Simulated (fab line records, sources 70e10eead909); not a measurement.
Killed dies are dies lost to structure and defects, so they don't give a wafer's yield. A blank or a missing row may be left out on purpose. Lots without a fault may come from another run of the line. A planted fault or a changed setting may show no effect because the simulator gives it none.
Chamber matching | flow nand_harc | NHARC_P_CONTACT_ALD_22 on ald_metal-01: 4 sister chambers
The step deposits TiN, target thk 3 nm, pulse time 1 s, ald cycles 150. 8 wafers are shown with their chamber, then 9 later ones without.

WAFERS WITH THEIR CHAMBER
wafer  | chamber | heater_power_w (W) | precursor_pulse_height_rel
L077.1 | 0       | 1104               | 0.981
L082.4 | 2       | 949                | 1.019
L082.3 | 0       | 1092               | 1.022
L082.5 | 2       | 962                | 1.011
L086.3 | 3       | 1185               | 1.001
L087.3 | 1       | 1065               | 1.015
L087.4 | 3       | 1220               | 0.987
L087.5 | 1       | 1063               | 1.023

WAFERS WITHOUT THEIR CHAMBER
wafer  | heater_power_w (W) | precursor_pulse_height_rel
L092.1 | 955                | 1.021
L092.3 | 1234               | 0.994
L092.5 | 951                | 1.010
L093.3 | 1042               | 0.998
L093.5 | 1221               | 1.016
L093.6 | 990                | 1.008
L096.1 | 1116               | 1.055
L096.3 | 1176               | 1.017
L096.4 | 1051               | 1.018

WHICH CHAMBER EACH WENT THROUGH
wafer  | from the rows above     | in truth
L092.1 | 2                       | 2
L092.3 | 3                       | 3
L092.5 | 2                       | 2
L093.3 | can't be placed: 1 or 0 | 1
L093.5 | 3                       | 3
L093.6 | 2                       | 2
L096.1 | can't be placed: 0 or 1 | 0
L096.3 | 3                       | 3
L096.4 | 1                       | 1
Placed correctly: 7 of 9. Can't be placed from these rows: 2 (the true chamber is among the candidates in 2). Placed wrongly: 0.
How it was worked out, from the rows above alone: a wafer's distance from a chamber is the root of the sum, over the readings, of the square of ((its reading less the chamber's mean) divided by the reading's scatter). The wafer belongs to the nearest chamber; if the next one is less than 2 further off, it can't be placed. A chamber's mean is the mean of its shown wafers. The scatter: the root of (the sum of the squares of (reading less its chamber's mean) over the shown wafers, divided by (wafers less chambers)).
